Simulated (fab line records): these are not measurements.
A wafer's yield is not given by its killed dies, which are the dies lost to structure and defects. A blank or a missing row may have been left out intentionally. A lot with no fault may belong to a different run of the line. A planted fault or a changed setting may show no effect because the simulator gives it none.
Which of the tools did it? / flow n5-finfet / 10 lots, 30 wafers sampled, at 1 step of a route of 1938

## WHAT THE GAUGES SHOWED, per wafer
N5_PMOS_HMC_CHANNEL_EPI_CD_MEAS_09: the cd target is 237.4 nm.
lot=L075; measured=day 2 01:10; on=cd-sem-01; cd-nm (nm)=238.4 236.4 237.1
lot=L078; measured=day 2 17:25; on=cd-sem-01; cd-nm (nm)=238.1 237.0 237.5
lot=L080; measured=day 3 06:46; on=cd-sem-01; cd-nm (nm)=236.2 237.3 236.7
lot=L082; measured=day 3 17:18; on=cd-sem-01; cd-nm (nm)=237.2 237.3 236.7
lot=L085; measured=day 4 11:16; on=cd-sem-02; cd-nm (nm)=238.1 238.3 237.5
lot=L087; measured=day 5 00:05; on=cd-sem-01; cd-nm (nm)=236.7 236.2 237.0
lot=L089; measured=day 5 11:33; on=cd-sem-02; cd-nm (nm)=237.2 236.5 236.2
lot=L091; measured=day 5 23:20; on=cd-sem-01; cd-nm (nm)=236.6 237.6 237.6
lot=L094; measured=day 6 18:26; on=cd-sem-01; cd-nm (nm)=236.2 236.7 236.8
lot=L096; measured=day 7 05:29; on=cd-sem-03; cd-nm (nm)=236.5 236.4 237.4

## WHAT TOOL EACH LOT RAN ON (gives the tool, then ch and the chambers of the sampled wafers, and finally the start)
The record shows no process step preceding these readings.

## THE ANSWER, worked out from the rows above alone
Rule: the lots themselves supply what counts as usual. The widest of any qualifying gaps counts: lots, ordered by their means at a reading, are off when they make up no more than a third of the lots, leave a main group of 4 or more, and stand apart from it by 3 or more times the standard deviation of that group's means. If all means in a main group match to the digits the tables above print for the reading, that group is not used. Also off: a lot with no number at a reading for which 4 or more lots have one. Any other lot the step has rows for is counted as sound.
No lot is off on any of the readings shown, so nothing can be concluded from this.

## WHAT HAD BEEN PUT IN BY THE SIMULATOR
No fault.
